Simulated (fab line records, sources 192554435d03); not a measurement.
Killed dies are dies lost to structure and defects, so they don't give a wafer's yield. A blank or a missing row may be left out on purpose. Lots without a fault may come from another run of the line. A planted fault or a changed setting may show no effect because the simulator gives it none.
fab line records | flow n5_finfet
record lots=13 wafers=35 last_day=17
route steps=1938 shown BEOL_M4@1096 BEOL_M5@1115 PASSIVATION@1936
lots that met no fault: from a run of the same line without faults
start_h: hours from the record's first day to the start of the lot's first wafer shown | wait_h: hours since the lot's step before | " the same as in the row above | L1.1+2: a row that stands for several wafers | - no value, or no start given | * or withheld: withheld | < > ~ a bound
route shown NAME@n: a module of which the file shows steps, and the number in the route of the first | usual: mean/standard deviation of fault-free wafers | same: alike in all rows | chamber/n: place in a boat | sites: the reading at each site | _std_site: their standard deviation | _edge_site: outer sites' mean less inner sites' | radius_mm: how far each site lies from the wafer's centre | mask NAME#n: copy n | behind: the tool/chamber that last shaped the wafer | hold: why the lot was held/for how many hours/how that ended | device: the transistor (n, p or np) that didn't switch | end of line: the same wafers' tests at the end of the route | a step without rows: its recipe alone | killed: dies lost to structure and defects at the first sort, not the wafer's yield | map: a wafer's dies, x killed, . not, _ none there
set.NAME: the setting as run; set.NAME@STEP: as run at that earlier step | model.NAME: the simulator's own value behind a step, which no gauge read
steps of the route over a sample of lots; a table a step, a row a wafer
services: from which hour (start_h, from the record's first day; less than 0 if before it) a tool's chamber was out of use, for how many hours, and why
## steps
# step N5_BEOL_M4_SPUTTER_92
# recipe material=Cu target_thk_a=45 temp_c=-20 chamber_pressure_pa=0.07 power_w=withheld time_s=8.29
# usual throttle_valve_pct=29.9/0.9
# same time_s=8.29
# columns lot.wafer tool chamber start_h wait_h throttle_valve_pct
L475.2 pvd_sputter-02 - 178.00 0.1 31.2
L475.5 " - " " 31.2
L475.6 " - " " 28.9
L476.1 pvd_sputter-01 - 178.39 0.1 30.7
L476.2 " - " " 31.2
L476.5 " - " " 29.9
L477.2 pvd_sputter-03 - 183.81 0.1 30.1
L477.4 " - " " 30.3
L477.6 " - " " 29.9
L485.2 pvd_sputter-01 - 225.47 0.1 30.5
L485.3 " - " " 29.9
L487.2 pvd_sputter-02 - 241.11 0.1 30.4
L487.4 " - " " 28.2
L487.6 " - " " 28.8
L489.4 pvd_sputter-02 - 265.91 0.1 31.3
L489.6 " - " " 30.2
L490.1 pvd_sputter-03 - 270.81 0.1 30.3
L490.2 " - " " 29.9
L491.1 pvd_sputter-02 - 273.47 0.1 31.4
L491.2 " - " " 29.8
L492.1 pvd_sputter-03 - 278.00 0.1 30.5
L492.3 " - " " 30.5
L492.4 " - " " 29.2
L493.4 pvd_sputter-01 - 281.35 0.1 30.0
L493.5 " - " " 29.6
L493.6 " - " " 30.8
L494.2 pvd_sputter-03 - 289.25 0.1 30.7
L494.3 " - " " 29.2
L494.5 " - " " 30.5
L495.1 pvd_sputter-03 - 298.25 0.1 30.3
L495.2 " - " " 30.7
L495.3 " - " " 30.6
L496.3 pvd_sputter-01 - 298.41 0.1 30.7
L496.4 " - " " 30.8
L496.6 " - " " 27.9
# step N5_BEOL_M5_PECVD_70
# recipe material=SiO2 target_thk_a=160 temp_c=400 precursor=TEOS/O2 pressure_torr=5.5 rf_w=450 teos_flow_sccm=53.8 gas=O2 flow_sccm=3000 time_s=18
# usual heater_power_outer_w=437/53 heater_power_w=753/70 showerhead_plenum_p_Torr=8.76/0.066 throttle_valve_pct=21.9/1
# same time_s=18
# columns lot.wafer tool chamber start_h wait_h heater_power_outer_w heater_power_w showerhead_plenum_p_Torr throttle_valve_pct
L475.2 pecvd-03 2 181.14 0.0 333 636 8.67 22.6
L475.5 " 0 " " 440 776 8.90 21.6
L475.6 " 2 " " 347 640 8.67 22.6
L476.1 pecvd-03 1 182.72 0.0 479 755 8.86 23.9
L476.2 " 2 " " 398 715 8.67 22.3
L476.5 " 0 " " 488 863 8.87 21.8
L477.2 pecvd-02 0 187.63 0.0 399 689 8.75 21.1
L477.4 " 1 " " 576 876 8.75 23.4
L477.6 " 0 " " 396 711 8.76 21.4
L485.2 pecvd-02 2 228.61 0.0 348 640 8.67 20.3
L485.3 " 1 " " 514 822 8.72 23.1
L487.2 pecvd-02 1 245.40 0.0 492 787 8.72 23.2
L487.4 " 2 " " 322 610 8.69 20.2
L487.6 " 1 " " 489 786 8.72 23.3
L489.4 pecvd-02 0 269.25 0.1 492 822 8.73 21.4
L489.6 " 2 " " 401 727 8.66 20.3
L490.1 pecvd-02 1 273.94 0.0 545 877 8.73 22.9
L490.2 " 0 " " 396 680 8.74 21.2
L491.1 pecvd-03 2 278.29 0.0 418 734 8.68 22.4
L491.2 " 0 " " 498 865 8.87 21.6
L492.1 pecvd-01 0 281.25 0.0 365 600 8.73 21.4
L492.3 " 2 " " 469 834 8.79 21.4
L492.4 " 2 " " 468 837 8.79 21.3
L493.4 pecvd-03 0 284.48 0.1 421 766 8.86 21.7
L493.5 " 2 " " 390 710 8.68 22.7
L493.6 " 1 " " 484 776 8.83 23.4
L494.2 pecvd-01 1 293.81 0.0 421 740 8.80 22.5
L494.3 " 0 " " 442 724 8.73 21.8
L494.5 " 1 " " 432 759 8.82 22.3
L495.1 pecvd-02 1 301.37 0.0 533 842 8.75 23.2
L495.2 " 2 " " 396 709 8.68 20.3
L495.3 " 0 " " 456 791 8.74 21.6
L496.3 pecvd-01 0 301.54 0.0 384 617 8.73 21.7
L496.4 " 0 " " 381 649 8.75 21.6
L496.6 " 2 " " 473 863 8.78 21.1
# step N5_BEOL_M5_COAT_71
# recipe resist=underlayer temp_c=205 time_s=60 spin_rpm=1500 resist_thk_nm=5
# usual chill_plate_temp_C=23.02/0.095 heater_power_total_W=391.7/1.3 spin_speed_rpm=1500.0/0.98
# same time_s=60
# columns lot.wafer tool chamber start_h wait_h chill_plate_temp_C heater_power_total_W spin_speed_rpm
L475.2 litho_track-03 0 183.62 - 22.96 391.4 1500.0
L475.5 " 0 " " 23.06 390.6 1500.4
L475.6 " 0 " " 23.01 392.3 1501.4
L476.1 litho_track-03 0 184.08 - 23.12 393.3 1330.0
L476.2 " 0 " " 23.23 392.5 1331.1
L476.5 " 0 " " 23.13 389.6 1331.3
L477.2 litho_track-03 0 188.55 - 23.00 389.7 1330.1
L477.4 " 0 " " 23.09 393.8 1331.8
L477.6 " 0 " " 23.05 392.8 1329.6
L485.2 litho_track-01 0 229.67 - 23.06 389.9 1499.0
L485.3 " 0 " " 22.93 394.0 1499.8
L487.2 litho_track-01 0 249.62 - 22.93 390.4 1500.5
L487.4 " 0 " " 22.85 391.8 1500.1
L487.6 " 0 " " 22.83 392.0 1498.7
L489.4 litho_track-02 0 269.44 - 22.99 392.8 1499.2
L489.6 " 0 " " 23.08 389.8 1500.2
L490.1 litho_track-03 0 274.81 - 22.87 390.8 1500.8
L490.2 " 0 " " 22.92 391.3 1497.9
L491.1 litho_track-02 0 280.51 - 23.20 389.4 1500.5
L491.2 " 0 " " 23.15 390.0 1500.7
L492.1 litho_track-01 0 282.11 - 23.06 389.7 1498.9
L492.3 " 0 " " 22.93 391.9 1499.5
L492.4 " 0 " " 22.97 391.3 1499.6
L493.4 litho_track-03 0 285.56 - 22.98 390.2 1498.5
L493.5 " 0 " " 23.02 393.3 1498.8
L493.6 " 0 " " 23.11 393.2 1502.5
L494.2 litho_track-01 0 294.38 - 22.91 393.3 1501.6
L494.3 " 0 " " 23.07 392.8 1499.9
L494.5 " 0 " " 22.96 390.3 1500.5
L495.1 litho_track-03 0 303.37 - 22.84 393.3 1500.3
L495.2 " 0 " " 22.84 392.2 1499.4
L495.3 " 0 " " 22.90 391.7 1499.2
L496.3 litho_track-02 0 303.46 - 22.96 390.9 1499.3
L496.4 " 0 " " 22.97 389.4 1499.3
L496.6 " 0 " " 22.92 393.7 1499.2
# step N5_BEOL_M5_INSPECT_13
# recipe mode=adi inspect_instrument=brightfield
# usual raw_defect_count=439/97
# columns lot.wafer tool chamber start_h wait_h raw_defect_count
L475.2 defect_inspect-02 - 184.10 0.0 302
L475.5 " - " " 352
L475.6 " - " " 370
L476.1 defect_inspect-02 - 184.43 0.1 487
L476.2 " - " " 546
L476.5 " - " " 537
L477.2 defect_inspect-01 - 188.90 0.0 476
L477.4 " - " " 356
L477.6 " - " " 478
L485.2 defect_inspect-02 - 230.02 0.0 578
L485.3 " - " " 411
L487.2 defect_inspect-01 - 250.68 0.0 397
L487.4 " - " " 307
L487.6 " - " " 392
L489.4 defect_inspect-02 - 269.79 0.0 346
L489.6 " - " " 461
L490.1 defect_inspect-01 - 275.30 0.1 481
L490.2 " - " " 468
L491.1 defect_inspect-02 - 280.85 0.1 474
L491.2 " - " " 537
L492.1 defect_inspect-02 - 282.58 0.1 357
L492.3 " - " " 399
L492.4 " - " " 396
L493.4 defect_inspect-01 - 285.91 0.0 535
L493.5 " - " " 575
L493.6 " - " " 434
L494.2 defect_inspect-02 - 294.86 0.0 456
L494.3 " - " " 451
L494.5 " - " " 370
L495.1 defect_inspect-02 - 303.72 0.1 508
L495.2 " - " " 655
L495.3 " - " " 489
L496.3 defect_inspect-02 - 303.93 0.0 445
L496.4 " - " " 470
L496.6 " - " " 474
# step N5_PASSIVATION_PROBE_49
# usual defect_limited_yield=91.1/1.4 killed_at_M0_to_M3=33/9.1 killed_at_M4_up=14/5.6 killed_at_contacts=13/5.7 killed_at_front_end=42/12 killed_at_other=4/3 killed_dies=105/16 killed_open=69/11 killed_short=34/7.5 sort_bin_5_function=5.2/0.91 sort_bin_6_memory=3.3/0.64 sort_bin_8_speed=0.0/0.37 sort_n_pass=1075/16 sort_yield_pct=91.1/1.4
# same gross_dies=1180 killed_at_back_side=0 sort_bin_4_leakage[%]=0
# columns lot.wafer tool chamber start_h wait_h defect_limited_yield[%] killed_at_M0_to_M3 killed_at_M4_up killed_at_contacts killed_at_front_end killed_at_other killed_dies killed_open killed_short sort_bin_5_function[%] sort_bin_6_memory[%] sort_bin_8_speed[%] sort_n_pass sort_yield_pct[%]
L485.2 prober-02 - 326.55 0.1 91.4 32 20 10 37 3 102 72 28 5.5 2.8 0 1078 91.4
L485.3 prober-02 - 326.60 0.1 92.5 14 21 16 31 6 88 63 24 4.2 3.1 0 1092 92.5
L489.4 prober-02 - 362.59 0.2 91.2 27 8 11 56 2 104 64 40 4.7 3.7 0 1076 91.2
L489.6 prober-02 - 362.69 0.3 89.2 49 16 18 40 5 128 90 38 6.6 4.0 0 1052 89.2
L492.1 prober-02 - 378.85 0.0 90.4 33 6 10 62 2 113 83 26 5.8 3.6 0 1067 90.4
L492.3 prober-02 - 378.95 0.1 89.7 53 11 17 38 3 122 91 27 6.2 4.0 0 1058 89.7
L492.4 prober-02 - 379.00 0.2 90.8 48 9 7 44 0 108 74 33 5.8 3.3 0 1072 90.8
# killed by level:class
L485.2 FIN_SAQP:geometric_particle:open=15 BEOL_M4:geometric_particle:open=8 BEOL_M0_SAQP:geometric_particle:short=7 BEOL_M1:geometric_particle:open=7 BEOL_M3:geometric_particle:open=7 DUMMY_GATE:geometric_particle:open=6 MOL_CONTACT_COAG:geometric_particle:open=6 BEOL_M0_SAQP:geometric_particle:open=6
L485.3 MOL_CONTACT_COAG:geometric_particle:open=13 FIN_SAQP:geometric_particle:open=8 BEOL_M4:geometric_particle:open=8 DUMMY_GATE:geometric_particle:open=7 BEOL_M0_SAQP:geometric_particle:open=5 STI_FIN_REVEAL:geometric_particle:open=4 BEOL_M2:geometric_particle:open=4 FIN_SAQP:geometric_particle:short=3
L489.4 FIN_SAQP:geometric_particle:open=12 FIN_SAQP:geometric_particle:short=12 MOL_CONTACT_COAG:geometric_particle:open=9 DUMMY_GATE:geometric_particle:open=6 BEOL_M1:geometric_particle:open=6 STI_FIN_REVEAL:geometric_particle:open=5 BEOL_M0_SAQP:geometric_particle:open=4 STARTING-WAFER:geometric_particle:open=4
L489.6 BEOL_M2:geometric_particle:open=19 MOL_CONTACT_COAG:geometric_particle:open=14 BEOL_M4:geometric_particle:open=10 GATE_CUT:geometric_particle:short=8 BEOL_M0_SAQP:geometric_particle:open=8 BEOL_M3:geometric_particle:open=8 FIN_SAQP:geometric_particle:open=6 BEOL_M2:geometric_particle:short=6
L492.1 BEOL_M2:geometric_particle:open=20 FIN_SAQP:geometric_particle:open=18 FIN_SAQP:geometric_particle:short=10 MOL_CONTACT_COAG:geometric_particle:open=10 DUMMY_GATE:geometric_particle:open=9 STI_FIN_REVEAL:geometric_particle:open=5 GATE_CUT:geometric_particle:open=4 BEOL_M0_SAQP:geometric_particle:open=4
L492.3 BEOL_M2:geometric_particle:open=20 BEOL_M3:geometric_particle:open=19 FIN_SAQP:geometric_particle:open=16 MOL_CONTACT_COAG:geometric_particle:open=13 FIN_SAQP:geometric_particle:short=8 MOL_CONTACT_COAG:geometric_particle:short=4 BEOL_M3:geometric_particle:short=4 BEOL_M4:geometric_particle:open=4
L492.4 BEOL_M2:geometric_particle:open=21 FIN_SAQP:geometric_particle:open=11 FIN_SAQP:geometric_particle:short=8 BEOL_M3:geometric_particle:open=8 BEOL_M0_SAQP:geometric_particle:short=6 STI_FIN_REVEAL:geometric_particle:open=6 BEOL_M2:geometric_particle:short=6 DUMMY_GATE:geometric_particle:open=5
## services
# columns tool chamber start_h hours kind
pvd_sputter-01 - 161.78 0.8 repair
litho_track-01 - 177.34 - consumable_replace:filter
pecvd-02 2 180.04 2.1 scheduled_down
pecvd-02 1 195.84 18.6 repair
pecvd-03 1 204.64 2.1 scheduled_down
pecvd-01 1 216.41 5.0 repair
litho_track-01 - 252.96 - consumable_replace:filter
pecvd-03 - 254.60 0.9 repair
## key
first_sign step=N5_BEOL_M5_COAT_71 reading=spin_speed_rpm direction=down sigmas=99+ usual=* struck=*
effect none on later readings
met_at N5_BEOL_M5_COAT_71
struck_lots L476,L477
not_acting_at N5_BEOL_M4_SPUTTER_92,N5_BEOL_M5_PECVD_70,N5_BEOL_M5_INSPECT_13
onset_between 183.62 184.08
fault kind=process_parameter_drift tool=litho_track-03 chamber=- onset_h=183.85 steps=N5_BEOL_M5_COAT_71 channel=spin_rpm offset=* shape=step end_h=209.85 acts_in=* stated=*
